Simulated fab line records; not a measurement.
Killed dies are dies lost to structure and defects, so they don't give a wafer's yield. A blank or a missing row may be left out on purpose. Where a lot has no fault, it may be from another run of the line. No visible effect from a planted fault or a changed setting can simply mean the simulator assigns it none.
Chamber matching ; flow n5 finfet ; 4 sister chambers for N5_SD_EPI_P_ETCH_37 on rie diel-03
The step etches SOC in N2/H2, overetch 108 nm, time 486 s. 8 wafers are shown with their chamber, then 9 later ones without.

== WAFERS, EACH WITH ITS CHAMBER ==
wafer;chamber;showerhead plenum p Torr (Torr);throttle valve pct (%)
L075.5;0;2.64;23.2
L081.2;2;2.52;23.4
L081.3;1;2.53;24.1
L085.3;1;2.52;24.2
L085.6;3;2.70;23.5
L086.1;2;2.52;23.4
L086.3;3;2.70;23.5
L086.4;0;2.64;23.2

== WAFERS MISSING THEIR CHAMBER ==
wafer;showerhead plenum p Torr (Torr);throttle valve pct (%)
L089.4;2.52;24.2
L089.5;2.52;24.2
L089.6;2.63;23.3
L092.2;2.63;23.3
L092.5;2.52;24.2
L092.6;2.63;23.3
L096.1;2.63;23.3
L096.3;2.51;23.4
L096.4;2.52;24.2

== WHICH CHAMBER EACH ONE RAN IN ==
wafer;from the rows above;in truth
L089.4;1;1
L089.5;1;1
L089.6;0;0
L092.2;0;0
L092.5;1;1
L092.6;0;0
L096.1;0;0
L096.3;2;2
L096.4;1;1
Correct placement for 9 of the 9. Number that these rows cannot place: 0. Number placed wrongly: 0.
How it was worked out, from the rows above alone: a wafer's distance from a chamber is the root of the sum, over the readings, of the square of ((its reading less the chamber's mean) divided by the reading's scatter). If the next closest chamber is less than 2 further off than the closest, the wafer can't be placed; otherwise it belongs to the closest. For every chamber, the mean is computed from those of its wafers that are shown. The scatter: the root of (the sum of the squares of (reading less its chamber's mean) over the shown wafers, divided by (wafers less chambers)).
